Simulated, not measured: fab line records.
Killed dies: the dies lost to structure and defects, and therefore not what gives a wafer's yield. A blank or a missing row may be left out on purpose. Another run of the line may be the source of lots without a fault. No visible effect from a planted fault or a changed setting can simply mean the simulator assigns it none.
8D (eight disciplines) problem report, filled in by code / flow n5-finfet / the parts of the form that need people (team, actions taken, sign-off) are left out

1. WHAT IS WRONG
REXT_P at N5_BEOL_M4_RC_MEAS_101 reads a mean of 135.8 ohm.um on 2 wafers of 2 lots; wafers without a fault read 100.2 ohm.um with a standard deviation of 2.6. Measured from the usual mean, that is +14 standard deviations.
The first sign was on wafer L852.6 at day 13 14:40, on prober-01. At this step, 28 wafers from 10 lots have a number in the record. By rule, "out" or "out of limits" means more than 4 standard deviations away from the usual mean. All remaining wafers that have a number are taken as sound.

2. WHAT THIS IS AND IS NOT
question=which readings at this step | is=REXT_P, ION_P, VT_P_LVT | is not=SS_N, VT_N
question=which lots | is=L852, L855 | is not=L837, L838, L839, L840, L843, L845, L846, L858
question=which wafers of those lots | is=L852.6, L855.6 | is not=L852.3, L855.4
question=read on which gauges | is=prober-01, prober-02 | is not=-
question=when | is=from day 13 14:40 | is not=up to then (25 sound wafers); but 1 sound wafer of L855 came after

3. WHAT RULES OUT EACH SUSPECT
Counting: a tool at a process step up to the reading stays a suspect if it ran every lot that is out. Sound lots after the first of them don't rule it out here, since some wafers of a struck lot are sound.
- the gauge at N5_BEOL_M4_RC_MEAS_101 has been ruled out. 2 gauges (prober-01, prober-02) read the wafers that are out.
- epi-rpcvd-03 at N5_SD_EPI_P_VAPOR_ETCH_44 (etches SiGe30 in NF3/Ar, time 3.3 s): kept. It ran every lot that is out, first L852 (day 7 03:34); its last sound lot up to then is L846 (day 5 12:45).
- pvd-sputter-03 at N5_BEOL_M4_SPUTTER_94 (material Cu, target thk 4.5 nm, time 8.29 s): kept. It ran every lot that is out, first L852 (day 13 13:02); its last sound lot up to then is L843 (day 9 04:57).
After counting, epi-rpcvd-03 at N5_SD_EPI_P_VAPOR_ETCH_44 and pvd-sputter-03 at N5_BEOL_M4_SPUTTER_94 remain.

4. THE CAUSE (what the simulator had put in)
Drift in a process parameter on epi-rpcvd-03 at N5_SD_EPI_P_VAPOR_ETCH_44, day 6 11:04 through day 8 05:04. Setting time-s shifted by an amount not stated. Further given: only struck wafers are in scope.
2 suspects survive the count, and this tool is in that group.

5. THE EFFECT CHAIN, in route order
Each row: a reading whose mean over the struck wafers that have a number lies more than 3 standard deviations from the usual. Scope: only readings with a usual standard deviation given in the record; hours: median across lots of the time from each lot's start at the first step in this table that gives one to its start at this step; sigmas: change in usual standard deviations.
hours=0; step=N5_BEOL_M4_RC_MEAS_101; reading=IOFF_P; usual=0.21 nA/um; on struck wafers=0.09; change=-0.12; sigmas=-3.4
hours=0; step=N5_BEOL_M4_RC_MEAS_101; reading=IOFF_P_85C; usual=3.6 nA/um; on struck wafers=1.9; change=-1.8; sigmas=-3.5
hours=0; step=N5_BEOL_M4_RC_MEAS_101; reading=IOFF_P_LIN; usual=0.100 nA/um; on struck wafers=0.049; change=-0.051; sigmas=-4.2
hours=0; step=N5_BEOL_M4_RC_MEAS_101; reading=ION_P; usual=464 uA/um; on struck wafers=415; change=-49; sigmas=-5.8
hours=0; step=N5_BEOL_M4_RC_MEAS_101; reading=REXT_P; usual=100.2 ohm.um; on struck wafers=135.8; change=+35.6; sigmas=+14
hours=0; step=N5_BEOL_M4_RC_MEAS_101; reading=VT_P; usual=-250 mV; on struck wafers=-266; change=-16; sigmas=-5.2
hours=0; step=N5_BEOL_M4_RC_MEAS_101; reading=VT_P_LVT; usual=-98.9 mV; on struck wafers=-114.8; change=-15.8; sigmas=-6.1
hours=118; step=N5_PASSIVATION_PROBE_49; reading=sort_bin_8_speed; usual=0.00 %; on struck wafers=68.81; change=+68.81; sigmas=+99 or more
hours=118; step=N5_PASSIVATION_PROBE_49; reading=sort-n-pass; usual=1074; on struck wafers=238; change=-836; sigmas=-46
hours=118; step=N5_PASSIVATION_PROBE_49; reading=sort-yield-pct; usual=91.0 %; on struck wafers=20.1; change=-70.8; sigmas=-47
Its process steps:
- N5_PASSIVATION_PROBE_49

6. HOW IT WOULD HAVE BEEN CAUGHT EARLIER
The first out-of-limits reading at a measuring or inspecting step in this record came at day 13 14:40, 172 hours after the fault's start at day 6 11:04.
By day 13 14:40, every lot that is out (2) had started N5_SD_EPI_P_VAPOR_ETCH_44 on epi-rpcvd-03. Holding the tool at that point would not have protected any of them.
